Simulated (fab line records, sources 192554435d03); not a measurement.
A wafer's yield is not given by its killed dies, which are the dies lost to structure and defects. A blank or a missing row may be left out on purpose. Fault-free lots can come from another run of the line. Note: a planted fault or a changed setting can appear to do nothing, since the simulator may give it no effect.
Split-lot study || flow n5Finfet || 7 lots, 21 wafers read, on a route of 1938 steps

## ON THE SPLIT
At N5_BEOL_M7_ETCH_41 (etches SiCN in CH3F/O2, target depth 31.9 nm, time 57.8 s), the setting sourceW was moved away from the recipe's 395 W on 9 of the 21 wafers read, by -13.2% to +8.2%. This setting was run at the recipe's value on the other wafers.

The reading is taken at the split's own step.

## THE READING
rfVppV, in V, at N5_BEOL_M7_ETCH_41 (etches SiCN in CH3F/O2, target depth 31.9 nm, time 57.8 s). On this fab line, fault-free wafers typically give 297.6 V with a standard deviation of 1.9 V.

{"wafer": "L076.1", "tool, chamber at the split": "rieDiel-04, 0", "sourceW as run, W": 355.3, "against the recipe": "-10.1%", "rfVppV, V": 310.3, "against lot-mates on the recipe": "+11.5"}
{"wafer": "L076.2", "tool, chamber at the split": "rieDiel-04, 1", "sourceW as run, W": 395, "against the recipe": "recipe", "rfVppV, V": 298.8, "against lot-mates on the recipe": "-"}
{"wafer": "L076.5", "tool, chamber at the split": "rieDiel-04, 3", "sourceW as run, W": 355.3, "against the recipe": "-10.1%", "rfVppV, V": 307.0, "against lot-mates on the recipe": "+8.2"}
{"wafer": "L077.4", "tool, chamber at the split": "rieDiel-04, 3", "sourceW as run, W": 395, "against the recipe": "recipe", "rfVppV, V": 294.6, "against lot-mates on the recipe": "-"}
{"wafer": "L077.5", "tool, chamber at the split": "rieDiel-04, 3", "sourceW as run, W": 395, "against the recipe": "recipe", "rfVppV, V": 294.5, "against lot-mates on the recipe": "-"}
{"wafer": "L077.6", "tool, chamber at the split": "rieDiel-04, 0", "sourceW as run, W": 395, "against the recipe": "recipe", "rfVppV, V": 298.4, "against lot-mates on the recipe": "-"}
{"wafer": "L082.1", "tool, chamber at the split": "rieDiel-03, 1", "sourceW as run, W": 357.8, "against the recipe": "-9.4%", "rfVppV, V": 309.4, "against lot-mates on the recipe": "+12.6"}
{"wafer": "L082.2", "tool, chamber at the split": "rieDiel-03, 3", "sourceW as run, W": 357.8, "against the recipe": "-9.4%", "rfVppV, V": 309.0, "against lot-mates on the recipe": "+12.2"}
{"wafer": "L082.5", "tool, chamber at the split": "rieDiel-03, 2", "sourceW as run, W": 395, "against the recipe": "recipe", "rfVppV, V": 296.8, "against lot-mates on the recipe": "-"}
{"wafer": "L084.2", "tool, chamber at the split": "rieDiel-01, 0", "sourceW as run, W": 395, "against the recipe": "recipe", "rfVppV, V": 300.9, "against lot-mates on the recipe": "-"}
{"wafer": "L084.5", "tool, chamber at the split": "rieDiel-01, 0", "sourceW as run, W": 395, "against the recipe": "recipe", "rfVppV, V": 298.9, "against lot-mates on the recipe": "-"}
{"wafer": "L084.6", "tool, chamber at the split": "rieDiel-01, 1", "sourceW as run, W": 395, "against the recipe": "recipe", "rfVppV, V": 297.0, "against lot-mates on the recipe": "-"}
{"wafer": "L089.1", "tool, chamber at the split": "rieDiel-01, 3", "sourceW as run, W": 427.3, "against the recipe": "+8.2%", "rfVppV, V": 287.0, "against lot-mates on the recipe": -8.4}
{"wafer": "L089.4", "tool, chamber at the split": "rieDiel-01, 2", "sourceW as run, W": 395, "against the recipe": "recipe", "rfVppV, V": 295.4, "against lot-mates on the recipe": "-"}
{"wafer": "L089.6", "tool, chamber at the split": "rieDiel-01, 2", "sourceW as run, W": 427.3, "against the recipe": "+8.2%", "rfVppV, V": 289.0, "against lot-mates on the recipe": -6.4}
{"wafer": "L093.2", "tool, chamber at the split": "rieDiel-04, 0", "sourceW as run, W": 395, "against the recipe": "recipe", "rfVppV, V": 298.5, "against lot-mates on the recipe": "-"}
{"wafer": "L093.4", "tool, chamber at the split": "rieDiel-04, 0", "sourceW as run, W": 395, "against the recipe": "recipe", "rfVppV, V": 296.9, "against lot-mates on the recipe": "-"}
{"wafer": "L093.5", "tool, chamber at the split": "rieDiel-04, 1", "sourceW as run, W": 395, "against the recipe": "recipe", "rfVppV, V": 298.0, "against lot-mates on the recipe": "-"}
{"wafer": "L094.1", "tool, chamber at the split": "rieDiel-01, 0", "sourceW as run, W": 342.9, "against the recipe": "-13.2%", "rfVppV, V": 314.7, "against lot-mates on the recipe": "no lot-mate on the recipe"}
{"wafer": "L094.2", "tool, chamber at the split": "rieDiel-01, 2", "sourceW as run, W": 342.9, "against the recipe": "-13.2%", "rfVppV, V": 310.2, "against lot-mates on the recipe": "no lot-mate on the recipe"}
{"wafer": "L094.4", "tool, chamber at the split": "rieDiel-01, 1", "sourceW as run, W": 342.9, "against the recipe": "-13.2%", "rfVppV, V": 312.5, "against lot-mates on the recipe": "no lot-mate on the recipe"}

FIT RESULTS
A straight line over all 21 wafers: rfVppV changes by -1.16 V for each +1% of sourceW; r = -0.97; the points scatter about the line by 1.8 V.
The same after taking each lot's own level away (the mean of its wafers on the recipe; 18 wafers): -1.06 V for each +1%; r = -0.96; scatter 1.6 V.
That fit puts the effect of the largest move of sourceW on the reading at 14 V.
From 295.40 to 298.93 V: that is the span of the lots' own levels, equal to 1.9 times the standard deviation above.
The two slopes agree, so the slope changes little with the lot-to-lot level.
Check: +10.9 V against its lot-mates is what the line predicts for one of the wafers moved furthest among these (-10.1%) when that wafer is left out of the fit. It came out at +11.5 V against them.
Tool readings at the split's step, against how far the setting was moved: rfVppV r = -0.97.

## FURTHER SPLITS ON THESE WAFERS
Other splits were also applied to these wafers ahead of the reading. Each is held against what the fit with the lots' levels taken away leaves over:
{"other split on the same wafers": "N5_BEOL_M6_TRENCH_ETCH_37 timeS", "wafers away from the commonest value": 12, "r with rfVppV (lot level and that fit taken away)": "+0.22"}
{"other split on the same wafers": "N5_BEOL_M7_VIA_ETCH_34 sourceW", "wafers away from the commonest value": 7, "r with rfVppV (lot level and that fit taken away)": "+0.01"}

## THE FILE'S OWN FIT
rfVppV changes by -1.08 V for each +1% of sourceW, r = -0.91.
